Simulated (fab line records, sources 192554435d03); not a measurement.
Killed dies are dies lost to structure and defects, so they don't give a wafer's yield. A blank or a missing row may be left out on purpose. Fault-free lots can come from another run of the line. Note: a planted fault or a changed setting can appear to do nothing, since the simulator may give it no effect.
Which of the tools did it? | flow n5 finfet | 8 lots, 22 wafers sampled, at 2 steps of a route of 1938

== WHAT THE GAUGES READ, wafer by wafer ==
N5_BEOL_M4_RC_MEAS_101. Usual: DIBL_N 35.0 mV/V, standard deviation 2.4; DIBL_P 35.4 mV/V, standard deviation 2.8; IOFF_N 0.14 nA/um, standard deviation 0.045; IOFF_P 0.20 nA/um, standard deviation 0.048; ION_N 667 uA/um, standard deviation 19; ION_P 460 uA/um, standard deviation 11; SS_N 71.2 mV/dec, standard deviation 0.71; SS_P 73.1 mV/dec, standard deviation 0.86; VT_N 252 mV, standard deviation 4.6; VT_P -251 mV, standard deviation 3.4.
lot  | measured     | on        | DIBL_N (mV/V)  | DIBL_P (mV/V)  | IOFF_N (nA/um) | IOFF_P (nA/um) | ION_N (uA/um) | ION_P (uA/um) | SS_N (mV/dec)  | SS_P (mV/dec)  | VT_N (mV)   | VT_P (mV)      | flag
L316 | day 8 07:59  | prober-01 | 33.2 37.2 36.4 | 32.2 35.9 34.9 | 0.12 0.19 0.16 | 0.18 0.24 0.21 | 673 680 650   | 469 459 453   | 70.8 72.0 72.1 | 72.8 73.8 73.5 | 252 247 252 | -250 -247 -248 |
L319 | day 9 04:11  | prober-02 | 34.8 33.5 35.7 | 34.9 33.0 36.4 | 0.17 0.13 0.19 | 0.21 0.18 0.23 | 677 674 686   | 460 463 464   | 71.0 71.2 71.5 | 72.8 72.3 73.9 | 250 253 247 | -250 -250 -249 |
L328 | day 11 16:23 | prober-01 | 35.5 33.9 34.0 | 35.3 33.5 34.1 | 0.14 0.12 0.11 | 0.18 0.16 0.17 | 659 666 667   | 452 455 456   | 70.9 70.9 70.2 | 72.7 71.8 72.5 | 251 254 255 | -252 -254 -252 |
L333 | day 12 12:53 | prober-02 | 39.2 34.4 37.5 | 41.4 30.3 36.4 | 0.22 0.11 0.17 | 0.33 0.14 0.21 | 688 631 666   | 483 437 456   | 71.9 71.8 71.4 | 74.8 72.3 74.4 | 243 258 249 | -246 -258 -252 |
L332 | day 12 18:01 | prober-02 | 35.5 37.3 39.6 | 36.3 39.7 41.9 | 0.14 0.21 0.24 | 0.22 0.28 0.33 | 646 700 681   | 451 482 467   | 71.1 71.8 73.0 | 73.3 73.5 75.0 | 253 242 243 | -249 -243 -245 |
L335 | day 12 19:49 | prober-02 | 33.8 37.8 33.6 | 35.2 39.5 34.3 | 0.10 0.16 0.10 | 0.16 0.23 0.16 | 665 661 664   | 462 454 458   | 71.1 72.3 72.0 | 72.1 73.1 72.7 | 259 252 258 | -256 -250 -255 |
L336 | day 13 14:25 | prober-02 | 33.1 36.3      | 36.2 39.3      | 0.12 0.19      | 0.18 0.23      | 654 702       | 457 479       | 71.3 72.0      | 72.9 74.1      | 253 243     | -251 -248      |
L337 | day 13 23:25 | prober-01 | 34.6 33.8      | 35.6 34.3      | 0.14 0.11      | 0.20 0.17      | 681 656       | 471 450       | 70.7 70.9      | 73.5 73.0      | 251 256     | -252 -256      |

N5_MIM_BOT_LITHO_INSPECT_12: inspects for defects (macro). Usual: 2.2 for raw defect count, sd 1.5.
lot  | measured     | on                | raw defect count | flag
L316 | day 12 02:59 | defect inspect-02 | 2 1 0            |
L319 | day 12 19:54 | defect inspect-01 | 2 2 4            |
L328 | day 15 23:58 | defect inspect-01 | 1 2 4            |
L333 | day 16 12:37 | defect inspect-01 | 2 2 4            |
L332 | day 16 22:43 | defect inspect-01 | 4 1 0            |
L335 | day 17 10:10 | defect inspect-01 | 4 2 2            |
L336 | day 17 18:34 | defect inspect-02 | 3 1              |
L337 | day 18 11:08 | defect inspect-01 | 0 3              |

== TOOL THAT RAN EACH LOT (tool first, then ch and the chambers of the sampled wafers, then the start) ==
The record shows no process step preceding these readings.

== AS READ BY THE TOOLS THEMSELVES (means over the sampled wafers that have a number; for cases with no such wafer, the mark the record gives instead) ==
The record holds no such reading with a usual standard deviation.

== THE ANSWER, worked out from the rows above alone ==
Rule: take the mean of a lot's wafers that have a number; if it is more than 3 standard deviations from the usual mean, the lot is off. Also off: a lot with no number at a reading for which 4 or more lots have one. The other lots that the step has rows for count as sound. First the gauges in route order, then the tools' own readings, where a lot's mean is used as printed above. The first step at which some lot is off is used, and at that step the reading that is off furthest; a lot without a number counts as furthest.
Across all readings shown, no lot is off: no conclusion can be drawn from this.

== WHAT THE SIMULATOR PUT IN ==
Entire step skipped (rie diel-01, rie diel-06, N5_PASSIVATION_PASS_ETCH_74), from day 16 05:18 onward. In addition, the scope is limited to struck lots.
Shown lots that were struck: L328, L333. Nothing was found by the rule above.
